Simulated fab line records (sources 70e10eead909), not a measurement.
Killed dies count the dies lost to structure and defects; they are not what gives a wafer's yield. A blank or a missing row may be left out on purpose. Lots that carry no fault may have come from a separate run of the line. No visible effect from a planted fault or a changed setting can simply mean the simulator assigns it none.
Chamber matching + flow nandHarc + 4 sister chambers for NHARC_P_CONTACT_CMP_24 on cmp-04
The step polishes, t overpolish 30 s, target thk 200 nm. 8 wafers are shown with their chamber, then 10 later ones without.

== WAFERS, EACH WITH ITS CHAMBER ==
| wafer  | chamber | motorCurrentA (A) | timeToEndpointS (s) |
|--------|---------|-------------------|---------------------|
| L079.6 | 1       | 11.5              | 46                  |
| L082.1 | 2       | 9.8               | 40                  |
| L082.4 | 1       | 11.8              | 46                  |
| L086.5 | 3       | 12.4              | 44                  |
| L087.3 | 2       | 9.8               | 38                  |
| L087.5 | 0       | 12.5              | 40                  |
| L090.1 | 0       | 12.3              | 39                  |
| L090.4 | 3       | 12.7              | 40                  |

== WAFERS WITHOUT THEIR CHAMBER ==
| wafer  | motorCurrentA (A) | timeToEndpointS (s) |
|--------|-------------------|---------------------|
| L090.5 | 12.4              | 40                  |
| L094.1 | 12.4              | 40                  |
| L094.4 | 10.0              | 39                  |
| L094.5 | 10.3              | 38                  |
| L095.1 | 12.9              | 38                  |
| L095.3 | 12.1              | 43                  |
| L095.4 | 12.6              | 35                  |
| L097.2 | 10.3              | 39                  |
| L097.4 | 12.5              | 41                  |
| L097.5 | 12.4              | 39                  |

== THE CHAMBER EACH PASSED THROUGH ==
| wafer  | from the rows above          | in truth |
|--------|------------------------------|----------|
| L090.5 | can't be placed: 0 or 3      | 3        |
| L094.1 | can't be placed: 0 or 3      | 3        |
| L094.4 | 2                            | 2        |
| L094.5 | 2                            | 2        |
| L095.1 | can't be placed: 0 or 3      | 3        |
| L095.3 | can't be placed: 3 or 0 or 1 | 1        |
| L095.4 | can't be placed: 0 or 3      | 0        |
| L097.2 | 2                            | 2        |
| L097.4 | can't be placed: 3 or 0      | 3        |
| L097.5 | can't be placed: 0 or 3      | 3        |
Correctly placed: 3 of 10. Can't be placed from these rows: 7 (the true chamber is among the candidates in 7). Wrongly placed: 0.
How it was worked out, from the rows above alone: a wafer's distance from a chamber is the root of the sum, over the readings, of the square of ((its reading less the chamber's mean) divided by the reading's scatter). If the next closest chamber is less than 2 further off than the closest, the wafer can't be placed; otherwise it belongs to the closest. Each chamber's mean is taken over the wafers shown for it. The scatter: the root of (the sum of the squares of (reading less its chamber's mean) over the shown wafers, divided by (wafers less chambers)).
